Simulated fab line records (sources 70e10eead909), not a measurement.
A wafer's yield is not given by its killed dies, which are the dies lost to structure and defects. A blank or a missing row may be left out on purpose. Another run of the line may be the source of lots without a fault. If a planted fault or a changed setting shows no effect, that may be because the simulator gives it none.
Which tool was responsible?	flow nand_harc	72 wafers from 24 lots sampled at 6 of the route's 1302 steps

WHAT EACH GAUGE READ, for each wafer
NHARC_A_SLIT_OVL_MEAS_10. Usual: overlay_x_nm -0.5 nm, standard deviation 0.93; overlay_y_nm -0.1 nm, standard deviation 0.55.
lot	measured	on	overlay_x_nm (nm)	overlay_y_nm (nm)	flag
L074	day 20 01:32	overlay-01	-1.8 -2.3 -2.6	0.2 0.5 0.6	
L075	day 20 02:07	overlay-01	-0.4 -0.4 0.0	-0.1 0.1 0.0	
L076	day 20 13:20	overlay-01	-0.2 0.0 -0.7	0.3 -0.2 0.5	
L077	day 21 10:49	overlay-01	-0.4 -0.5 -1.0	-0.5 -1.0 -0.6	
L079	day 21 22:57	overlay-02	0.0 -0.4 -0.4	-0.1 0.3 0.2	
L078	day 22 13:22	overlay-02	-1.8 -1.6 -2.2	0.1 0.5 0.6	
L081	day 22 20:18	overlay-01	0.3 0.0 0.1	0.4 0.2 0.6	
L080	day 23 00:16	overlay-02	0.8 0.5 0.5	-0.5 -0.5 -0.5	
L082	day 23 07:55	overlay-02	-0.3 0.0 -0.4	1.0 1.7 1.1	
L083	day 23 08:07	overlay-01	-0.4 -0.3 -0.2	-0.8 -0.9 -1.0	
L084	day 23 21:11	overlay-01	0.0 0.6 -0.2	-0.1 0.3 -0.8	
L085	day 24 13:17	overlay-01	-1.1 -0.6 -0.4	0.1 0.2 -0.1	
L086	day 24 20:27	overlay-01	-0.4 -0.4 -0.5	0.1 -0.2 0.4	
L087	day 24 20:09	overlay-02	-2.5 -2.3 -2.5	-0.4 -0.9 -1.1	
L089	day 26 08:21	overlay-02	-1.1 -1.5 -1.6	-0.1 -0.4 -0.3	
L088	day 26 06:36	overlay-02	0.2 0.4 0.3	0.7 1.1 0.3	
L091	day 26 20:10	overlay-01	-0.1 0.2 -0.2	-0.2 -0.5 0.2	
L090	day 26 21:46	overlay-01	0.5 0.5 0.9	0.0 -0.8 -0.4	
L092	day 27 07:55	overlay-01	0.2 0.2 0.2	-0.7 -0.7 -0.6	
L093	day 27 18:37	overlay-01	0.7 0.8 0.3	0.3 -0.1 0.3	
L096	day 28 04:51	overlay-01	-0.1 0.6 0.2	0.4 0.6 0.4	
L094	day 28 05:00	overlay-02	0.3 -0.1 0.8	-0.1 -0.1 -0.6	
L095	day 28 09:41	overlay-01	-2.0 -1.4 -1.4	0.0 -0.4 -0.3	
L097	day 29 09:40	overlay-02	-0.1 -0.4 -0.6	-0.3 -0.9 -0.6	

NHARC_A_CONTACT_OVL_MEAS_70. Usual: overlay_x_nm 0.0 nm, standard deviation 0.86; overlay_y_nm 0.2 nm, standard deviation 0.87.
lot	measured	on	overlay_x_nm (nm)	overlay_y_nm (nm)	flag
L074	day 22 10:00	overlay-01	-1.1 -0.9 -0.9	-0.4 -0.6 -0.9	
L075	day 22 10:09	overlay-02	0.4 0.1 0.2	-0.7 -0.2 0.0	
L076	day 22 14:56	overlay-02	0.6 0.1 0.7	-0.4 -0.6 -0.7	
L077	day 23 15:47	overlay-02	0.5 0.8 0.2	0.1 0.3 0.2	
L079	day 23 23:28	overlay-02	0.3 0.0 0.8	-0.1 0.1 0.2	
L078	day 24 16:30	overlay-02	0.4 0.5 0.2	0.9 1.4 0.6	
L081	day 24 23:37	overlay-01	0.2 -0.1 0.3	-0.4 -0.7 -0.3	
L080	day 25 12:26	overlay-02	-1.2 -1.9 -1.4	-0.6 0.0 -0.7	
L082	day 25 08:17	overlay-01	-1.4 -1.4 -1.5	1.4 1.7 1.6	
L083	day 25 14:57	overlay-02	1.7 2.2 1.5	0.3 0.8 0.0	
L084	day 25 20:25	overlay-01	0.2 0.0 0.6	-0.8 -1.0 -0.5	
L085	day 26 16:10	overlay-02	0.5 -0.3 0.1	-1.5 -1.3 -1.0	
L086	day 27 00:39	overlay-01	0.1 0.0 -0.4	1.2 1.9 2.4	
L087	day 27 03:09	overlay-02	-0.5 -0.2 -0.6	0.2 0.2 0.0	
L089	day 28 08:12	overlay-01	0.0 0.7 0.2	1.6 1.4 1.9	
L088	day 28 05:57	overlay-02	-1.2 -1.6 -1.5	0.9 0.7 1.2	
L091	day 29 02:07	overlay-01	0.2 0.1 0.1	0.1 0.8 0.6	
L090	day 29 00:47	overlay-02	-0.2 -0.3 -0.4	0.6 0.6 0.0	
L092	day 29 07:48	overlay-01	-0.3 -0.2 -0.6	-0.5 -0.1 -0.3	
L093	day 29 23:24	overlay-01	1.2 1.5 1.5	1.2 1.1 1.2	
L096	day 30 07:02	overlay-01	-1.1 -1.3 -1.5	-0.5 0.4 -0.4	
L094	day 30 07:25	overlay-01	-0.1 -0.1 -0.3	-0.1 -0.2 -0.2	
L095	day 30 13:05	overlay-02	0.5 0.7 0.6	0.0 -0.2 -0.3	
L097	day 31 18:28	overlay-02	0.5 -0.1 0.0	-1.1 -0.7 -0.8	

NHARC_A_CONTACT_CD_MEAS_80. Usual: cd_nm at 289.6 nm, with a standard deviation of 0.86.
lot	measured	on	cd_nm (nm)	flag
L074	day 22 14:28	cd_sem-03	289.2 289.0 289.4	
L075	day 22 15:07	cd_sem-01	290.3 289.6 291.0	
L076	day 22 19:58	cd_sem-02	288.4 289.0 288.3	
L077	day 23 20:45	cd_sem-01	290.1 290.1 289.8	
L079	day 24 07:28	cd_sem-01	288.4 289.0 289.0	
L078	day 24 20:46	cd_sem-01	290.7 290.9 291.2	
L081	day 25 03:53	cd_sem-01	289.6 290.1 290.5	
L080	day 25 18:11	cd_sem-01	289.3 288.7 288.7	
L082	day 25 12:38	cd_sem-02	289.9 290.6 290.3	
L083	day 25 19:27	cd_sem-02	288.6 288.7 289.5	
L084	day 26 01:00	cd_sem-02	289.9 290.0 290.2	
L085	day 26 20:47	cd_sem-03	289.7 290.0 290.3	
L086	day 27 04:58	cd_sem-02	289.9 289.6 289.5	
L087	day 27 07:25	cd_sem-02	290.0 289.4 290.1	
L089	day 28 12:28	cd_sem-03	289.5 289.8 289.8	
L088	day 28 10:54	cd_sem-01	290.4 289.9 290.6	
L091	day 29 06:23	cd_sem-02	290.9 291.0 290.1	
L090	day 29 05:03	cd_sem-01	289.9 289.7 290.1	
L092	day 29 12:07	cd_sem-01	288.1 288.1 288.5	
L093	day 30 04:21	cd_sem-03	289.0 289.5 289.2	
L096	day 30 11:20	cd_sem-03	290.5 289.7 289.8	
L094	day 30 11:41	cd_sem-02	289.0 290.1 289.6	
L095	day 30 17:31	cd_sem-03	287.0 287.4 286.7	
L097	day 31 22:49	cd_sem-02	289.8 289.7 290.0	

WHAT TOOL EACH LOT RAN ON (gives the tool, then ch and the chambers of the sampled wafers, and finally the start)
lot	NHARC_A_STAIRCASE_ALD_420	NHARC_A_WL_FILL_CVD_20	NHARC_A_CONTACT_STRIP_55
L074	ald_hk-04 ch 1,2,3, day 17 11:21	cvd_w-01 ch 0,1, day 22 10:00 or earlier	rie_diel-02 ch 0,1,2, day 22 10:00 or earlier
L075	ald_hk-01 ch 0,1,2, day 17 11:31	cvd_w-02 ch 0,1, day 22 10:09 or earlier	rie_diel-02 ch 1,2,3, day 22 10:09 or earlier
L076	ald_hk-04 ch 2,3, day 18 04:17	cvd_w-01 ch 0,1, day 22 14:56 or earlier	rie_diel-05 ch 0,1,3, day 22 14:56 or earlier
L077	ald_hk-03 ch 1,3, day 19 02:52	cvd_w-02 ch 0,1, day 23 15:47 or earlier	rie_diel-05 ch 1,3, day 23 15:47 or earlier
L079	ald_hk-03 ch 0,2,3, day 19 10:47	cvd_w-02 ch 0,1, day 23 23:28 or earlier	rie_diel-05 ch 0,2,3, day 23 23:28 or earlier
L078	ald_hk-01 ch 1,2, day 19 17:01	cvd_w-02 ch 0,1, day 24 16:30 or earlier	rie_diel-05 ch 0,2,3, day 24 16:30 or earlier
L081	ald_hk-01 ch 1,2,3, day 20 04:02	cvd_w-02 ch 0,1, day 24 23:37 or earlier	rie_diel-05 ch 0,3, day 24 23:37 or earlier
L080	ald_hk-01 ch 1,2,3, day 20 05:10	cvd_w-02 ch 0,1, day 25 12:26 or earlier	rie_diel-02 ch 0,2,3, day 25 12:26 or earlier
L082	ald_hk-04 ch 0,1,3, day 20 15:42	cvd_w-01 ch 0,1, day 25 08:17 or earlier	rie_diel-05 ch 0,1,3, day 25 08:17 or earlier
L083	ald_hk-04 ch 0,2,3, day 20 20:06	cvd_w-01 ch 1, day 25 14:57 or earlier	rie_diel-12 ch 1,3, day 25 14:57 or earlier
L084	ald_hk-03 ch 0,3, day 21 10:04	cvd_w-02 ch 0,1, day 25 20:25 or earlier	rie_diel-02 ch 2,3, day 25 20:25 or earlier
L085	ald_hk-01 ch 0,1,2, day 22 07:07	cvd_w-02 ch 0,1, day 26 16:10 or earlier	rie_diel-12 ch 1,3, day 26 16:10 or earlier
L086	ald_hk-03 ch 0,1,2, day 22 13:22	cvd_w-01 ch 0,1, day 27 00:39 or earlier	rie_diel-05 ch 0,2,3, day 27 00:39 or earlier
L087	ald_hk-04 ch 0,2,3, day 22 15:17	cvd_w-02 ch 0,1, day 27 03:09 or earlier	rie_diel-02 ch 1,2,3, day 27 03:09 or earlier
L089	ald_hk-03 ch 1,3, day 23 23:12	cvd_w-02 ch 0,1, day 28 08:12 or earlier	rie_diel-05 ch 1,2,3, day 28 08:12 or earlier
L088	ald_hk-04 ch 1,2, day 23 23:15	cvd_w-02 ch 0,1, day 28 05:57 or earlier	rie_diel-05 ch 0,2,3, day 28 05:57 or earlier
L091	ald_hk-04 ch 0,3, day 24 04:13	cvd_w-01 ch 0,1, day 29 02:07 or earlier	rie_diel-05 ch 0,1,2, day 29 02:07 or earlier
L090	ald_hk-03 ch 1,2,3, day 24 04:19	cvd_w-02 ch 0,1, day 29 00:47 or earlier	rie_diel-05 ch 0,2,3, day 29 00:47 or earlier
L092	ald_hk-04 ch 0,3, day 24 16:27	cvd_w-01 ch 0,1, day 29 07:48 or earlier	rie_diel-02 ch 1,3, day 29 07:48 or earlier
L093	ald_hk-03 ch 0,2,3, day 25 10:03	cvd_w-02 ch 0,1, day 29 23:24 or earlier	rie_diel-02 ch 0,2,3, day 29 23:24 or earlier
L096	ald_hk-04 ch 0,1,2, day 25 21:41	cvd_w-01 ch 0,1, day 30 07:02 or earlier	rie_diel-12 ch 0,1, day 30 07:02 or earlier
L094	ald_hk-01 ch 0,2,3, day 26 00:41	cvd_w-02 ch 0,1, day 30 07:25 or earlier	rie_diel-05 ch 0,1,3, day 30 07:25 or earlier
L095	ald_hk-01 ch 0,1, day 26 02:21	cvd_w-02 ch 0,1, day 30 13:05 or earlier	rie_diel-05 ch 2,3, day 30 13:05 or earlier
L097	ald_hk-01 ch 0,2,3, day 26 22:02	cvd_w-02 ch 0,1, day 31 18:28 or earlier	rie_diel-05 ch 1,2,3, day 31 18:28 or earlier
- NHARC_A_STAIRCASE_ALD_420: deposits SiO2, target thk 20 nm, pulse time 6 s, ald cycles 200.
- NHARC_A_WL_FILL_CVD_20: deposits W, target thk 100 nm, time 74 s.
- NHARC_A_CONTACT_STRIP_55: strips in O2.

AS READ BY THE TOOLS THEMSELVES (means over the sampled wafers that have a number; for cases with no such wafer, the mark the record gives instead)
NHARC_A_STAIRCASE_ALD_420. Usual: heater_power_w 482 W, standard deviation 56; precursor_pulse_height_rel 1.000, standard deviation 0.019.
lot	tool	heater_power_w (W)	precursor_pulse_height_rel	flag
L074	ald_hk-04	498	0.990	
L075	ald_hk-01	463	0.984	
L076	ald_hk-04	517	1.004	
L077	ald_hk-03	450	1.003	
L079	ald_hk-03	470	0.995	
L078	ald_hk-01	489	1.012	
L081	ald_hk-01	476	0.990	
L080	ald_hk-01	482	1.007	
L082	ald_hk-04	492	1.019	
L083	ald_hk-04	494	1.004	
L084	ald_hk-03	453	0.999	
L085	ald_hk-01	455	0.991	
L086	ald_hk-03	466	1.005	
L087	ald_hk-04	496	1.008	
L089	ald_hk-03	447	1.012	
L088	ald_hk-04	533	1.003	
L091	ald_hk-04	465	0.998	
L090	ald_hk-03	470	1.009	
L092	ald_hk-04	504	1.020	
L093	ald_hk-03	483	1.002	
L096	ald_hk-04	543	0.989	
L094	ald_hk-01	440	1.032	
L095	ald_hk-01	522	0.989	
L097	ald_hk-01	440	0.990	

NHARC_A_WL_FILL_CVD_20. Usual: chamber_pressure_Torr 40.00 Torr, standard deviation 0.081; heater_power_w 836 W, standard deviation 55; throttle_valve_pct 7.7 %, standard deviation 0.31.
lot	tool	chamber_pressure_Torr (Torr)	heater_power_w (W)	throttle_valve_pct (%)	flag
L074	cvd_w-01	39.99	859	7.9	
L075	cvd_w-02	39.96	805	7.5	
L076	cvd_w-01	40.06	844	8.0	
L077	cvd_w-02	40.03	845	7.6	
L079	cvd_w-02	39.91	848	7.7	
L078	cvd_w-02	40.01	817	7.7	
L081	cvd_w-02	40.02	821	7.4	
L080	cvd_w-02	40.03	822	7.5	
L082	cvd_w-01	40.15	822	7.8	
L083	cvd_w-01	40.04	786	7.6	
L084	cvd_w-02	39.99	809	7.8	
L085	cvd_w-02	40.01	812	7.5	
L086	cvd_w-01	40.01	815	7.9	
L087	cvd_w-02	39.98	831	8.0	
L089	cvd_w-02	40.03	842	7.9	
L088	cvd_w-02	39.97	825	7.7	
L091	cvd_w-01	39.91	875	7.9	
L090	cvd_w-02	39.99	848	7.9	
L092	cvd_w-01	40.00	833	7.9	
L093	cvd_w-02	39.92	819	7.6	
L096	cvd_w-01	39.95	871	7.9	
L094	cvd_w-02	39.95	828	7.7	
L095	cvd_w-02	40.07	811	7.7	
L097	cvd_w-02	39.99	856	7.8	

NHARC_A_CONTACT_STRIP_55. Usual: drypump_motor_current_A 5.9 A, standard deviation 0.43; oes_product_au 0.994 a.u., standard deviation 0.012; rf_vpp_V 57.8 V, standard deviation 0.96; showerhead_plenum_p_Torr 3.53 Torr, standard deviation 0.16; throttle_valve_pct 17.037 %, standard deviation 0.011.
lot	tool	drypump_motor_current_A (A)	oes_product_au (a.u.)	rf_vpp_V (V)	showerhead_plenum_p_Torr (Torr)	throttle_valve_pct (%)	flag
L074	rie_diel-02	5.8	0.984	58.7	3.67	17.041	
L075	rie_diel-02	5.8	1.000	59.2	3.55	17.027	
L076	rie_diel-05	6.0	0.994	57.5	3.52	17.038	
L077	rie_diel-05	5.9	0.997	57.6	3.62	17.038	
L079	rie_diel-05	5.8	1.009	57.6	3.44	17.035	
L078	rie_diel-05	5.8	1.010	57.7	3.44	17.030	
L081	rie_diel-05	5.8	1.007	57.8	3.49	17.045	
L080	rie_diel-02	6.1	0.998	58.5	3.52	17.035	
L082	rie_diel-05	6.0	1.009	58.4	3.51	17.041	
L083	rie_diel-12	6.0	0.994	57.4	3.55	17.032	
L084	rie_diel-02	6.3	1.000	57.4	3.42	17.030	
L085	rie_diel-12	6.0	0.995	57.4	3.54	17.035	
L086	rie_diel-05	5.9	0.984	57.8	3.43	17.049	
L087	rie_diel-02	5.8	1.002	58.1	3.53	17.034	
L089	rie_diel-05	6.0	0.980	57.5	3.56	17.033	
L088	rie_diel-05	5.9	0.984	58.0	3.43	17.038	
L091	rie_diel-05	6.0	0.980	57.7	3.46	17.026	
L090	rie_diel-05	5.9	0.989	57.9	3.43	17.043	
L092	rie_diel-02	5.3	0.993	58.4	3.63	17.039	
L093	rie_diel-02	6.1	0.992	57.2	3.50	17.038	
L096	rie_diel-12	6.0	0.992	58.5	3.56	17.047	
L094	rie_diel-05	6.0	0.985	57.2	3.50	17.043	
L095	rie_diel-05	5.8	0.990	57.2	3.48	17.047	
L097	rie_diel-05	5.9	0.985	56.8	3.55	17.042	

THE ANSWER, worked out from the rows above alone
Rule: a lot counts as off when the mean over its wafers that have a number is more than 3 standard deviations away from the usual mean. Also off: a lot with no number at a reading for which 4 or more lots have one. Any other lot the step has rows for is counted as sound. First the gauges in route order, then the tools' own readings, where a lot's mean is used as printed above. The first step at which some lot is off is used, and at that step the reading that is off furthest; a lot without a number counts as furthest.
Across all readings shown, no lot is off: no conclusion can be drawn from this.

WHAT THE SIMULATOR HAD PUT IN
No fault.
